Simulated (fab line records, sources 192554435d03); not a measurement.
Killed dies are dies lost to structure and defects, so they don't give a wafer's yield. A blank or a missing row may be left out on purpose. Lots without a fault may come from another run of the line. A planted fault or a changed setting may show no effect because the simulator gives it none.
A struck lot beside a sound one | flow n5_finfet | 17 steps out of a route of 1938
Sound: wafers L284.1, L284.2, L284.4. Struck: wafer L295.5. (L295.6 of the same lot was not struck and is left out.) The cause comes at the end.
At each step with rows: each side's tool, then ch and its chambers, then its first start. Under that, the readings that differ: sound wafers | struck wafers | difference of the means | sigmas: that difference in standard deviations of wafers without a fault.
alike: readings whose means differ by less than 2 such deviations, and words and numbers that are the same on both sides. not compared: withheld readings, readings that some wafer has no value for, bounds like >300 that may hide the same value, and numbers for which the record gives no deviation and whose values overlap.
The two part at a step that has a row with sigmas, a row that says differs or no value, or rows on one side only. Numbers that don't overlap but have no deviation are shown without sigmas and don't part them. A reading that every wafer of one side lacks parts them only if that side has two wafers or more.

first, 4 steps without rows for these wafers: N5_SDB_SOFTBAKE_06 (time 60 s); N5_SDB_EXPOSE_08 (exposes mask SDB); N5_SDB_PEB_09 (peb time 60 s); N5_SDB_DEVELOP_10 (develop time 30 s).
N5_SDB_CD_MEAS_11: target cd 50 nm.
  sound on cd_sem-02 ch 0, day 4 13:49; struck on cd_sem-02 ch 0, day 7 09:53
  alike: cd_nm
N5_SDB_OVL_MEAS_12:
  sound on overlay-01 ch 0, day 4 13:50; struck on overlay-01 ch 0, day 7 09:55
  reading      | sound        | struck | difference | sigmas
  SDB_OVL (nm) | 0.8 1.0 -0.6 | -1.4   | -1.8       | -2
N5_SDB_INSPECT_13: inspects for defects (brightfield).
  sound on defect_inspect-01, day 4 13:52; struck on defect_inspect-01, day 7 09:56
  alike: raw_defect_count
N5_SDB_DESCUM_16: chemistry O2, time 7.9 s.
  sound on rie_diel-03 ch 0,2,3, day 4 14:04; struck on rie_diel-02 ch 3, day 7 09:59
  alike: drypump_motor_current_A, oes_product_au, rf_vpp_V, showerhead_plenum_p_Torr, throttle_valve_pct
  not compared: rf_hours_counter_h
N5_SDB_ETCH_17: etches SiARC in CF4, target depth 23.4 nm, time 39 s.
  sound on rie_diel-03 ch 0,2,3, day 4 14:07; struck on rie_diel-02 ch 3, day 7 10:01
  alike: bias_w, drypump_motor_current_A, etch_rf_on_time_s, oes_product_au, rf_vpp_V, showerhead_plenum_p_Torr, throttle_valve_pct
  not compared: rf_hours_counter_h
N5_SDB_ETCH_18: etches SOC in N2/H2, target depth 100 nm, overetch 20 nm, time 150 s.
  sound on rie_diel-03 ch 0,2,3, day 4 14:08; struck on rie_diel-02 ch 3, day 7 10:07
  alike: bias_w, drypump_motor_current_A, h2_flow_sccm, oes_product_au, rf_vpp_V, showerhead_plenum_p_Torr, throttle_valve_pct
  not compared: rf_hours_counter_h
then, 1 step without rows for these wafers: N5_SDB_STRIP_19 (strips in N2/H2).
N5_SDB_STRIP_21: strips in CF4.
  sound on rie_diel-03 ch 0,2,3, day 4 14:17; struck on rie_diel-02 ch 3, day 7 10:11
  alike: drypump_motor_current_A, oes_product_au, rf_vpp_V, showerhead_plenum_p_Torr, throttle_valve_pct
  not compared: rf_hours_counter_h
N5_SDB_HM_OPEN_20: chemistry CH3F/O2, target SiNx, stops on poly-Si, target depth 24 nm.
  sound on rie_diel-03 ch 0,2,3, day 4 14:18; struck on rie_diel-02 ch 3, day 7 10:14
  reading                              | sound       | struck  | difference | sigmas
  over_etch_frac                       | 0.4 0.4 0.4 | 0.64708 | +0.24708   |
  model.SOC_of_SDB_COAT_03.thk_nm (nm) | 85 83.8 84  | 81.4    | -2.9       |
  alike: bias_w, drypump_motor_current_A, oes_product_au, rf_vpp_V, showerhead_plenum_p_Torr, throttle_valve_pct
  not compared: rf_hours_counter_h
N5_SDB_STRIP_22: strips in N2/H2.
  sound on plasma_asher-01 ch 0,1, day 4 14:23; struck on plasma_asher-01 ch 0, day 7 10:22
  reading                      | sound          | struck | difference | sigmas
  strip_time_to_endpoint_s (s) | 97.1 96.1 96.3 | 93.7   | -2.8       | -8
  alike: drypump_motor_current_A, h2_flow_sccm, heater_power_w, oes_product_au
  not compared: rf_hours_counter_h
then, 1 step without rows for these wafers: N5_SDB_PRECLEAN_23 (cleans in dHF, time 30 s).
-- the record jumps here: 5 days lie between the struck wafers' starts before and after (it left off in module SDB and takes up again in module BEOL_M4, whose first step shown is number 1111 of the route) --
N5_BEOL_M4_RC_MEAS_101:
  sound on prober-02 ch 0, day 8 09:25; struck on prober-02 ch 0, day 11 22:30
  alike: DIBL_N, DIBL_P, IOFF_N, IOFF_P, ION_N, ION_P, SS_N, SS_P, VT_N, VT_P
-- the record jumps here: 5 days lie between the struck wafers' starts before and after (it left off in module BEOL_M4 and takes up again in module PASSIVATION, whose first step shown is number 1936 of the route) --
N5_PASSIVATION_PROBE_49:
  the record has rows for the struck wafers here (prober-01, day 16 15:55) and none for the sound ones

WHERE THEY PART
First at N5_SDB_OVL_MEAS_12; last, within this record, at N5_PASSIVATION_PROBE_49.

WHY: what the simulator had put in
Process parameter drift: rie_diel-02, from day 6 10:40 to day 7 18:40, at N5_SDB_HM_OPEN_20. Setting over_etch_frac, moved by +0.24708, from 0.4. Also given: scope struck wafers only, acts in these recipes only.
